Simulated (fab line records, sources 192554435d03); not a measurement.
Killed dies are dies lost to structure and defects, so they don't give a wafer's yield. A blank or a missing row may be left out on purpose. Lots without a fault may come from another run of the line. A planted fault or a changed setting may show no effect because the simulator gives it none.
fab line records | flow n5_finfet | part 1 of 2: steps 1 to 4 of 6
record lots=23 wafers=69 last_day=19
route steps=1938 shown BEOL_M7@1283 BEOL_M8@1350
lots that met no fault: from a run of the same line without faults
start_h: hours from the record's first day to the start of the lot's first wafer shown | wait_h: hours since the lot's step before | " the same as in the row above | L1.1+2: a row that stands for several wafers | - no value, or no start given | * or withheld: withheld | < > ~ a bound
route shown NAME@n: a module of which the file shows steps, and the number in the route of the first | usual: mean/standard deviation of fault-free wafers | same: alike in all rows | chamber/n: place in a boat | sites: the reading at each site | _std_site: their standard deviation | _edge_site: outer sites' mean less inner sites' | radius_mm: how far each site lies from the wafer's centre | mask NAME#n: copy n | behind: the tool/chamber that last shaped the wafer | hold: why the lot was held/for how many hours/how that ended | device: the transistor (n, p or np) that didn't switch | end of line: the same wafers' tests at the end of the route | a step without rows: its recipe alone | killed: dies lost to structure and defects at the first sort, not the wafer's yield | map: a wafer's dies, x killed, . not, _ none there
set.NAME: the setting as run; set.NAME@STEP: as run at that earlier step | model.NAME: the simulator's own value behind a step, which no gauge read
steps of the route over a sample of lots; a table a step, a row a wafer
services: from which hour (start_h, from the record's first day; less than 0 if before it) a tool's chamber was out of use, for how many hours, and why
## steps
# step N5_BEOL_M7_STRIP_67
# recipe chemistry=CF4 resist=SiARC power_w=300 bias_power_w=75 pressure_mtorr=50 cf4_flow_sccm=150 rf_frequency_hz=6e+07
# usual cf4_flow_sccm=150.0/0.43 drypump_motor_current_A=5.8/0.54 oes_product_au=0.75/0.062 rf_vpp_V=271.1/1.6 showerhead_plenum_p_Torr=1.79/0.053 throttle_valve_pct=13.67/0.27
# columns lot.wafer tool chamber start_h wait_h cf4_flow_sccm drypump_motor_current_A oes_product_au rf_hours_counter_h rf_vpp_V showerhead_plenum_p_Torr throttle_valve_pct
L074.3 rie_diel-01 2 225.89 0.0 150.1 5.7 0.75 177 273.5 1.84 13.74
L074.5 " 2 " " 150.4 5.7 0.76 - 271.9 1.84 13.73
L074.6 " 3 " " 150.5 6.2 0.74 - 272.8 1.86 13.46
L075.2 rie_diel-03 2 228.60 0.0 150.0 4.7 0.75 161 272.0 1.86 13.94
L075.3 " 0 " " 150.0 5.0 0.72 168 271.8 1.78 13.82
L075.5 " 2 " " 149.8 4.7 0.75 - 271.3 1.86 13.96
L076.1 rie_diel-01 0 228.99 0.0 149.6 6.1 0.90 13 270.5 1.75 13.09
L076.2 " 3 " " 150.0 6.2 0.74 182 273.8 1.86 13.47
L076.6 " 3 " " 150.8 6.2 0.74 - 271.2 1.86 13.44
L077.1 rie_diel-04 1 239.20 0.0 149.9 6.1 0.77 137 269.3 1.73 13.89
L077.2 " 3 " " 150.5 6.0 0.72 187 271.0 1.76 13.70
L077.6 " 3 " " 151.0 5.9 0.72 - 270.3 1.76 13.72
L078.1 rie_diel-03 0 245.54 0.0 150.3 5.0 0.72 174 271.5 1.78 13.82
L078.3 " 2 " " 149.6 4.7 0.75 166 273.4 1.86 13.98
L078.4 " 3 " " 150.1 6.4 0.82 82 268.9 1.74 13.45
L080.3 rie_diel-04 1 261.55 0.0 150.7 6.1 0.77 144 268.5 1.73 13.89
L080.5 " 2 " " 150.4 5.2 0.90 - 269.6 1.76 13.33
L080.6 " 1 " " 150.4 6.1 0.77 - 270.6 1.73 13.93
L079.1 rie_diel-03 2 263.34 0.0 150.2 4.7 0.76 171 274.0 1.86 13.97
L079.3 " 0 " " 149.6 5.0 0.72 179 270.0 1.77 13.85
L079.6 " 1 " " 149.5 6.1 0.72 - 271.6 1.84 13.84
L081.1 rie_diel-04 1 264.55 0.0 150.4 6.1 0.76 145 270.0 1.73 13.90
L081.2 " 0 " " 149.5 5.9 0.68 237 272.5 1.83 13.55
L081.5 " 0 " " 149.8 5.9 0.68 - 273.9 1.83 13.53
L082.1 rie_diel-01 2 272.21 0.0 149.9 5.7 0.74 193 272.0 1.84 13.76
L082.2 " 1 " " 149.5 6.3 0.70 217 269.6 1.71 13.90
L082.6 " 3 " " 149.6 6.2 0.73 - 274.5 1.86 13.47
L083.1 rie_diel-04 2 272.54 0.0 149.8 5.2 0.89 23 270.8 1.76 13.33
L083.2 " 3 " " 150.0 6.0 0.72 198 270.6 1.76 13.75
L083.3 " 0 " " 150.7 5.9 0.68 240 273.3 1.83 13.53
L084.1 rie_diel-01 1 277.56 0.0 149.8 6.2 0.69 218 268.0 1.71 13.88
L084.5 " 3 " " 150.5 6.2 0.72 - 271.4 1.86 13.49
L084.6 " 2 " " 149.7 5.6 0.75 - 273.2 1.84 13.77
L087.2 rie_diel-03 0 291.52 0.0 149.3 5.0 0.70 188 271.5 1.77 13.88
L087.5 " 3 " " 149.2 6.4 0.81 - 269.2 1.73 13.46
L087.6 " 0 " " 149.6 5.0 0.71 - 270.8 1.77 13.86
L085.1 rie_diel-01 3 300.48 0.0 150.3 6.2 0.72 205 272.3 1.86 13.48
L085.3 " 1 " " 149.2 6.3 0.69 226 269.1 1.71 13.90
L085.6 " 1 " " 149.8 6.2 0.68 - 269.1 1.71 13.91
L086.1 rie_diel-01 3 304.68 0.0 149.3 6.2 0.72 206 272.3 1.86 13.52
L086.3 " 2 " " 150.0 5.7 0.74 204 271.5 1.83 13.79
L086.5 " 2 " " 149.9 5.7 0.73 - 272.6 1.84 13.80
L089.1 rie_diel-01 1 309.82 0.0 150.3 6.2 0.68 229 268.9 1.71 13.93
L089.3 " 3 " " 150.5 6.2 0.72 208 272.7 1.85 13.49
L089.6 " 1 " " 150.5 6.2 0.68 - 269.1 1.71 13.93
L091.1 rie_diel-01 1 315.50 0.0 150.6 6.2 0.68 230 268.8 1.71 13.92
L091.4 " 3 " " 150.6 6.2 0.72 209 272.6 1.86 13.53
L091.6 " 3 " " 150.5 6.1 0.71 - 273.0 1.85 13.51
L088.3 rie_diel-01 1 315.76 0.0 150.5 6.3 0.68 230 268.7 1.71 13.92
L088.5 " 3 " " 149.7 6.2 0.72 - 272.1 1.86 13.52
L088.6 " 0 " " 150.4 6.1 0.85 - 270.6 1.75 13.17
L092.2 rie_diel-03 0 316.81 0.0 150.4 5.0 0.71 198 270.4 1.77 13.89
L092.3 " 1 " " 150.1 6.1 0.71 231 271.8 1.83 13.85
L092.6 " 3 " " 150.4 6.4 0.80 - 268.1 1.73 13.49
L090.1 rie_diel-04 2 331.03 0.0 149.8 5.2 0.85 42 269.3 1.76 13.38
L090.3 " 3 " " 149.5 5.9 0.71 216 270.1 1.76 13.79
L090.5 " 2 " " 150.5 5.3 0.86 - 270.8 1.76 13.39
L093.1 rie_diel-03 1 343.07 0.0 149.7 6.1 0.70 239 272.2 1.83 13.87
L093.3 " 3 " " 149.7 6.4 0.79 115 269.9 1.73 13.50
L093.5 " 3 " " 149.7 6.4 0.79 - 269.1 1.73 13.50
L095.1 rie_diel-01 1 343.13 0.0 150.0 6.2 0.68 239 268.3 1.71 13.92
L095.4 " 0 " " 149.8 6.1 0.84 48 271.4 1.75 13.16
L095.6 " 3 " " 150.3 6.2 0.71 - 270.7 1.85 13.53
L097.1 rie_diel-03 2 374.24 0.0 150.3 4.7 0.72 207 273.6 1.85 14.06
L097.3 " 0 " " 150.5 5.0 0.69 212 270.3 1.77 13.91
L097.6 " 0 " " 149.9 5.0 0.69 - 270.8 1.77 13.92
L096.1 rie_diel-03 1 374.50 0.0 150.2 6.1 0.70 248 270.3 1.83 13.88
L096.3 " 2 " " 150.6 4.7 0.72 207 272.8 1.85 14.06
L096.4 " 3 " " 149.5 6.4 0.78 125 270.1 1.73 13.54
# step N5_BEOL_M7_HM_OPEN_17
# recipe chemistry=Cl2/BCl3 target_depth_a=200 overetch_a=60 target=TiN mask_material=SOC ion_energy_ev=150 pressure_mtorr=10 icp_w=1000 bias_w=126 Cl2_flow_sccm=53.25 bcl3_flow_sccm=21.75 Ar_flow_sccm=25
# usual drypump_motor_current_A=5.8/0.38 oes_product_au=0.64/0.099 throttle_valve_pct=22.25/0.13
# columns lot.wafer tool chamber start_h wait_h drypump_motor_current_A oes_product_au rf_hours_counter_h throttle_valve_pct
L074.3 rie_metal-03 1 225.96 0.1 6.0 0.65 - 22.10
L074.5 " 0 " " 6.4 0.59 - 22.24
L074.6 " 1 " " 6.0 0.64 - 22.09
L075.2 rie_metal-03 0 228.64 0.0 6.4 0.60 70 22.22
L075.3 " 0 " " 6.4 0.59 - 22.24
L075.5 " 1 " " 6.0 0.65 - 22.09
L076.1 rie_metal-02 0 229.03 0.0 5.7 0.55 109 22.43
L076.2 " 1 " " 5.2 0.59 82 22.38
L076.6 " 1 " " 5.3 0.60 - 22.38
L077.1 rie_metal-03 0 239.24 0.0 6.4 0.58 71 22.24
L077.2 " 1 " " 6.0 0.64 45 22.11
L077.6 " 1 " " 6.0 0.64 - 22.09
L078.1 rie_metal-02 0 245.58 0.0 5.7 0.55 111 22.44
L078.3 " 1 " " 5.3 0.58 - 22.41
L078.4 " 0 " " 5.6 0.54 - 22.44
L080.3 rie_metal-01 1 261.62 0.1 5.7 0.55 - 22.14
L080.5 " 1 " " 5.7 0.55 - 22.14
L080.6 " 0 " " 5.6 0.80 - 22.24
L079.1 rie_metal-01 1 263.38 0.0 5.7 0.56 105 22.14
L079.3 " 1 " " 5.7 0.56 - 22.15
L079.6 " 1 " " 5.7 0.55 - 22.12
L081.1 rie_metal-03 0 264.59 0.0 6.4 0.59 72 22.23
L081.2 " 1 " " 6.0 0.65 47 22.10
L081.5 " 1 " " 6.0 0.64 - 22.12
L082.1 rie_metal-01 0 272.25 0.0 5.6 0.80 4 22.22
L082.2 " 1 " " 5.7 0.56 107 22.12
L082.6 " 1 " " 5.7 0.55 - 22.15
L083.1 rie_metal-01 1 272.58 0.0 5.7 0.56 107 22.14
L083.2 " 0 " " 5.6 0.80 4 22.23
L083.3 " 0 " " 5.6 0.81 - 22.23
L084.1 rie_metal-02 1 277.61 0.0 5.3 0.58 87 22.39
L084.5 " 1 " " 5.3 0.57 - 22.42
L084.6 " 0 " " 5.6 0.53 - 22.45
L087.2 rie_metal-03 1 291.56 0.0 6.0 0.63 50 22.11
L087.5 " 0 " " 6.4 0.58 - 22.25
L087.6 " 1 " " 6.0 0.62 - 22.13
L085.1 rie_metal-02 1 300.53 0.0 5.3 0.56 91 22.42
L085.3 " 1 " " 5.3 0.57 - 22.42
L085.6 " 1 " " 5.3 0.56 - 22.42
L086.1 rie_metal-01 0 304.72 0.0 5.6 0.78 7 22.25
L086.3 " 1 " " 5.7 0.54 - 22.17
L086.5 " 0 " " 5.6 0.78 - 22.25
L089.1 rie_metal-03 0 309.86 0.0 6.4 0.58 76 22.27
L089.3 " 0 " " 6.4 0.58 - 22.25
L089.6 " 0 " " 6.4 0.58 - 22.27
L091.1 rie_metal-02 0 315.54 0.0 5.6 0.87 0 22.33
L091.4 " 1 " " 5.3 0.57 - 22.44
L091.6 " 0 " " 5.6 0.86 - 22.33
L088.3 rie_metal-03 1 315.83 0.1 6.0 0.63 - 22.10
L088.5 " 1 " " 6.0 0.63 - 22.12
L088.6 " 0 " " 6.3 0.58 - 22.24
L092.2 rie_metal-03 1 316.86 0.0 6.0 0.62 51 22.12
L092.3 " 1 " " 6.0 0.63 - 22.14
L092.6 " 1 " " 6.0 0.63 - 22.14
L090.1 rie_metal-02 1 331.07 0.0 5.3 0.56 95 22.44
L090.3 " 0 " " 5.6 0.84 - 22.33
L090.5 " 0 " " 5.6 0.84 - 22.35
L093.1 rie_metal-03 1 343.11 0.0 6.0 0.62 55 22.14
L093.3 " 0 " " 6.4 0.57 - 22.26
L093.5 " 1 " " 6.0 0.61 - 22.11
L095.1 rie_metal-02 0 343.17 0.0 5.6 0.82 3 22.32
L095.4 " 0 " " 5.6 0.82 - 22.33
L095.6 " 1 " " 5.3 0.56 - 22.43
L097.1 rie_metal-02 1 374.28 0.0 5.2 0.56 98 22.44
L097.3 " 0 " " 5.7 0.80 - 22.34
L097.6 " 0 " " 5.7 0.80 - 22.34
L096.1 rie_metal-01 1 374.57 0.1 5.7 0.79 4 21.95
L096.3 " 0 " " 5.6 0.74 - 22.28
L096.4 " 1 " " 5.7 0.80 - 21.92
# step N5_BEOL_M7_CD_MEAS_18
# recipe pitch_nm=80 target_cd_nm=40
# usual cd_nm=40.0/0.57
# columns lot.wafer tool chamber start_h wait_h cd_nm
L074.3 cd_sem-03 - 226.33 0.1 40.4
L074.5 " - " " 40.2
L074.6 " - " " 40.6
L075.2 cd_sem-03 - 228.82 0.1 39.9
L075.3 " - " " 40.0
L075.5 " - " " 40.3
L076.1 cd_sem-02 - 229.22 0.0 39.8
L076.2 " - " " 40.5
L076.6 " - " " 40.1
L077.1 cd_sem-02 - 239.42 0.0 39.1
L077.2 " - " " 39.2
L077.6 " - " " 39.5
L078.1 cd_sem-02 - 245.76 0.0 39.4
L078.3 " - " " 39.9
L078.4 " - " " 40.4
L080.3 cd_sem-01 - 261.77 0.1 40.6
L080.5 " - " " 40.1
L080.6 " - " " 40.5
L079.1 cd_sem-03 - 263.56 0.0 39.5
L079.3 " - " " 40.0
L079.6 " - " " 39.4
L081.1 cd_sem-03 - 264.84 0.0 39.7
L081.2 " - " " 40.4
L081.5 " - " " 39.8
L082.1 cd_sem-01 - 272.53 0.0 40.3
L082.2 " - " " 39.9
L082.6 " - " " 39.6
L083.1 cd_sem-01 - 272.76 0.0 39.8
L083.2 " - " " 39.6
L083.3 " - " " 40.3
L084.1 cd_sem-01 - 277.79 0.0 40.6
L084.5 " - " " 40.9
L084.6 " - " " 39.9
L087.2 cd_sem-01 - 291.74 0.1 40.4
L087.5 " - " " 40.1
L087.6 " - " " 40.2
L085.1 cd_sem-02 - 300.80 0.0 39.8
L085.3 " - " " 38.8
L085.6 " - " " 38.9
L086.1 cd_sem-01 - 304.99 0.0 40.9
L086.3 " - " " 40.2
L086.5 " - " " 40.4
L089.1 cd_sem-01 - 310.09 0.0 39.7
L089.3 " - " " 39.6
L089.6 " - " " 39.3
L091.1 cd_sem-03 - 315.85 0.0 40.9
L091.4 " - " " 40.1
L091.6 " - " " 40.4
L088.3 cd_sem-02 - 316.13 0.1 40.7
L088.5 " - " " 40.2
L088.6 " - " " 39.4
L092.2 cd_sem-03 - 317.08 0.1 39.9
L092.3 " - " " 39.0
L092.6 " - " " 39.3
L090.1 cd_sem-03 - 331.25 0.0 40.9
L090.3 " - " " 40.0
L090.5 " - " " 40.3
L093.1 cd_sem-02 - 343.32 0.0 39.7
L093.3 " - " " 39.9
L093.5 " - " " 39.6
L095.1 cd_sem-03 - 343.36 0.0 39.8
L095.4 " - " " 39.5
L095.6 " - " " 40.5
L097.1 cd_sem-03 - 374.56 0.0 41.4
L097.3 " - " " 39.8
L097.6 " - " " 40.5
L096.1 cd_sem-02 - 374.85 0.0 40.2
L096.3 " - " " 40.0
L096.4 " - " " 40.0
# step N5_BEOL_M7_ETCH_41
# recipe chemistry=CH3F/O2 target=SiCN target_depth_a=319 taper_deg=2 time_s=57.8 ion_energy_ev=120 mask_material=TiN pressure_mtorr=30 source_w=395 bias_w=75 Ar_flow_sccm=150 CH3F_flow_sccm=30 O2_flow_sccm=20
# usual CH3F_flow_sccm=30.02/0.086 drypump_motor_current_A=5.8/0.51 oes_product_au=0.76/0.077 rf_vpp_V=297.2/1.5 showerhead_plenum_p_Torr=1.99/0.065 throttle_valve_pct=16.43/0.28
# columns lot.wafer tool chamber start_h wait_h CH3F_flow_sccm drypump_motor_current_A oes_product_au rf_hours_counter_h rf_vpp_V showerhead_plenum_p_Torr throttle_valve_pct
L074.3 rie_diel-01 0 - - 30.05 6.1 0.92 13 296.7 1.96 15.86
L074.5 " 3 " " 29.91 6.2 0.76 - 298.9 2.08 16.14
L074.6 " 0 " " 30.05 6.2 0.91 - 297.1 1.96 15.87
L075.2 rie_diel-04 1 - - 29.97 6.1 0.77 135 295.5 1.92 16.63
L075.3 " 0 " " 29.96 5.9 0.68 227 298.5 2.08 16.33
L075.5 " 3 " " 30.06 6.0 0.73 - 297.9 1.99 16.55
L076.1 rie_diel-01 0 - - 30.11 6.1 0.91 14 296.4 1.96 15.87
L076.2 " 1 " " 29.89 6.2 0.70 204 296.4 1.90 16.55
L076.6 " 1 " " 29.95 6.2 0.70 - 296.1 1.90 16.56
L077.1 rie_diel-04 0 - - 29.99 5.9 0.68 230 297.5 2.07 16.33
L077.2 " 2 " " 30.14 5.2 0.93 14 296.9 1.97 16.15
L077.6 " 0 " " 30.02 5.9 0.68 - 298.7 2.08 16.35
L078.1 rie_diel-03 1 - - 29.98 6.1 0.70 214 297.6 2.06 16.55
L078.3 " 3 " " 30.09 6.4 0.83 82 295.3 1.94 16.23
L078.4 " 0 " " 29.88 5.0 0.71 174 297.5 2.01 16.71
L080.3 rie_diel-04 1 - - 29.85 6.1 0.76 144 296.4 1.91 16.62
L080.5 " 2 " " 30.09 5.2 0.91 - 297.7 1.97 16.16
L080.6 " 1 " " 29.93 6.1 0.77 - 295.4 1.91 16.64
L079.1 rie_diel-01 2 - - 29.89 5.7 0.74 190 300.3 2.08 16.57
L079.3 " 3 " " 30.21 6.2 0.74 194 299.6 2.07 16.16
L079.6 " 2 " " 29.97 5.7 0.73 - 298.7 2.08 16.59
L081.1 rie_diel-03 3 - - 30.20 6.4 0.83 89 296.5 1.94 16.25
L081.2 " 2 " " 29.95 4.7 0.73 173 299.5 2.08 16.74
L081.5 " 2 " " 29.95 4.7 0.73 - 298.0 2.08 16.74
L082.1 rie_diel-04 2 - - 29.97 5.2 0.90 23 295.9 1.97 16.16
L082.2 " 3 " " 30.00 6.0 0.71 198 297.0 1.99 16.58
L082.6 " 2 " " 29.99 5.2 0.90 - 296.5 1.97 16.15
L083.1 rie_diel-03 2 - - 30.10 4.7 0.72 176 299.9 2.08 16.77
L083.2 " 3 " " 29.96 6.3 0.83 92 295.4 1.94 16.24
L083.3 " 0 " " 30.07 5.0 0.70 184 296.9 2.00 16.72
L084.1 rie_diel-04 0 - - 29.94 5.9 0.67 241 298.1 2.07 16.37
L084.5 " 2 " " 30.15 5.3 0.90 - 295.5 1.97 16.16
L084.6 " 1 " " 30.07 6.1 0.75 - 296.2 1.91 16.67
L087.2 rie_diel-01 2 - - 29.95 5.7 0.72 200 297.4 2.07 16.60
L087.5 " 2 " " 29.75 5.7 0.72 - 299.2 2.07 16.60
L087.6 " 3 " " 30.08 6.2 0.74 - 298.8 2.07 16.19
L085.1 rie_diel-04 1 - - 29.99 6.1 0.75 157 295.2 1.91 16.67
L085.3 " 3 " " 30.06 5.9 0.71 206 297.6 1.98 16.59
L085.6 " 2 " " 30.05 5.2 0.89 - 296.1 1.97 16.16
L086.1 rie_diel-03 0 - - 29.90 5.0 0.69 195 297.3 2.00 16.75
L086.3 " 2 " " 30.05 4.7 0.72 186 299.3 2.08 16.78
L086.5 " 0 " " 30.00 5.0 0.70 - 296.2 2.00 16.75
L089.1 rie_diel-01 0 - - 30.15 6.1 0.85 38 297.7 1.96 15.92
L089.3 " 3 " " 29.93 6.2 0.73 208 298.7 2.07 16.20
L089.6 " 3 " " 29.95 6.2 0.73 - 297.9 2.07 16.19
L091.1 rie_diel-01 2 - - 30.05 5.7 0.72 208 300.6 2.07 16.61
L091.4 " 3 " " 29.87 6.2 0.73 210 299.1 2.07 16.19
L091.6 " 1 " " 30.04 6.2 0.69 - 295.5 1.89 16.60
L088.3 rie_diel-04 3 - - 29.97 6.0 0.71 212 298.0 1.98 16.61
L088.5 " 3 " " 29.84 6.0 0.71 - 296.9 1.98 16.59
L088.6 " 2 " " 29.89 5.2 0.88 - 295.4 1.97 16.18
L092.2 rie_diel-01 3 - - 30.05 6.2 0.72 211 298.2 2.07 16.21
L092.3 " 2 " " 30.11 5.7 0.71 209 297.0 2.07 16.62
L092.6 " 0 " " 29.86 6.1 0.85 - 297.6 1.95 15.91
L090.1 rie_diel-03 3 - - 30.04 6.4 0.80 112 294.7 1.93 16.30
L090.3 " 1 " " 30.02 6.1 0.68 236 299.0 2.06 16.61
L090.5 " 2 " " 30.03 4.7 0.71 - 298.5 2.07 16.81
L095.1 rie_diel-03 3 - - 29.97 6.4 0.80 116 296.0 1.93 16.30
L095.4 " 2 " " 29.98 4.7 0.71 - 298.1 2.07 16.80
L095.6 " 3 " " 29.99 6.4 0.79 - 295.2 1.93 16.29
L093.1 rie_diel-01 2 - - 30.01 5.7 0.70 216 301.2 2.07 16.63
L093.3 " 0 " " 30.10 6.2 0.84 49 295.6 1.95 15.93
L093.5 " 1 " " 30.04 6.3 0.67 - 294.8 1.89 16.64
L097.1 rie_diel-04 1 - - 29.96 6.1 0.73 180 296.3 1.90 16.68
L097.3 " 2 " " 30.01 5.2 0.83 58 296.0 1.96 16.21
L097.6 " 1 " " 30.02 6.1 0.73 - 295.0 1.90 16.70
L096.1 rie_diel-04 0 - - 30.01 5.9 0.96 11 297.7 2.06 15.86
L096.3 " 2 " " 29.85 5.2 0.83 58 297.2 1.96 16.21
L096.4 " 3 " " 30.18 6.0 0.70 232 296.2 1.98 16.64
